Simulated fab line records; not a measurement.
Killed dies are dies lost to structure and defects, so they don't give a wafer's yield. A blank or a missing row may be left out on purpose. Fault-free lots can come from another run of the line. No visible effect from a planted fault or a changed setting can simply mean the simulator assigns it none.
The tool behind it: which one? / flow nand harc / 7 lots, 21 wafers sampled, at 3 steps of a route of 1159

WHAT THE GAUGES SHOWED, per wafer
NHARC_P_M0_CD_MEAS_09 targets a cd of 90 nm.
lot=L880; measured=day 6 14:00; on=cd sem-02; cd nm (nm)=90.3 90.1 88.2
lot=L881; measured=day 6 19:30; on=cd sem-01; cd nm (nm)=90.6 90.7 89.5
lot=L885; measured=day 7 14:43; on=cd sem-03; cd nm (nm)=102.2 101.5 101.3
lot=L889; measured=day 8 02:29; on=cd sem-01; cd nm (nm)=101.4 101.5 101.3
lot=L894; measured=day 9 22:29; on=cd sem-03; cd nm (nm)=89.7 89.8 90.1
lot=L897; measured=day 10 07:01; on=cd sem-03; cd nm (nm)=89.4 89.3 89.3
lot=L902; measured=day 11 12:17; on=cd sem-03; cd nm (nm)=90.6 89.7 89.5

EACH LOT AND THE TOOL THAT RAN IT (in order: tool; ch and the chambers of the sampled wafers; start)
lot=L880; NHARC_P_CONTACT_DESCUM_17=rie diel-04 ch 0,1, day 6 01:08; NHARC_P_M0_PEB_07=litho track-04 ch 0, day 6 13:55
lot=L881; NHARC_P_CONTACT_DESCUM_17=rie diel-11 ch 0,1,2, day 6 07:21; NHARC_P_M0_PEB_07=litho track-04 ch 0, day 6 19:25
lot=L885; NHARC_P_CONTACT_DESCUM_17=rie diel-11 ch 0,1, day 7 10:43; NHARC_P_M0_PEB_07=litho track-04 ch 0, day 7 14:38
lot=L889; NHARC_P_CONTACT_DESCUM_17=rie diel-11 ch 2,3, day 7 22:22; NHARC_P_M0_PEB_07=litho track-04 ch 0, day 8 02:25
lot=L894; NHARC_P_CONTACT_DESCUM_17=rie diel-11 ch 0,2, day 9 12:23; NHARC_P_M0_PEB_07=litho track-06 ch 0, day 9 22:25
lot=L897; NHARC_P_CONTACT_DESCUM_17=rie diel-08 ch 1,2,3, day 10 02:47; NHARC_P_M0_PEB_07=litho track-01 ch 0, day 10 06:56
lot=L902; NHARC_P_CONTACT_DESCUM_17=rie diel-11 ch 1,3, day 11 08:25; NHARC_P_M0_PEB_07=litho track-06 ch 0, day 11 12:13
- NHARC_P_CONTACT_DESCUM_17: chemistry O2, time 3 s.
- NHARC_P_M0_PEB_07: peb time 65 s.

THE ANSWER, worked out from the rows above alone
Rule: usual is defined by the lots themselves. Put in order of their means at a reading, lots are off if they are a third of the lots or fewer, leave a main group of 4 or more, and stand apart from it by a gap of 3 or more times the standard deviation of the main group's means; of several such gaps the widest counts. If all means in a main group match to the digits the tables above print for the reading, that group is not used. A lot without any number at a reading at which 4 lots or more have one is off too. The other lots that the step has rows for count as sound.
Off, at NHARC_P_M0_CD_MEAS_09 on cd nm: L885, L889. The main group has a mean of 89.8 nm with a standard deviation of 0.32.
If a tool, at a process step before that reading, ran all the lots that are off and no sound lot after the first of them, it fits. Those tools and the gauges at NHARC_P_M0_CD_MEAS_09 are tried in the same way. One fits: litho track-04 at NHARC_P_M0_PEB_07. Its last sound lot is L881 (day 6 19:25), its first lot that is off L885 (day 7 14:38): a fault that began between those two fits.

WHAT THE SIMULATOR PUT IN
Drift in process parameters on litho track-04 at NHARC_P_M0_PEB_07, starting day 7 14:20. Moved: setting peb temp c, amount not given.
Shown lots that were struck: L885, L889. The rule above reached the same finding.
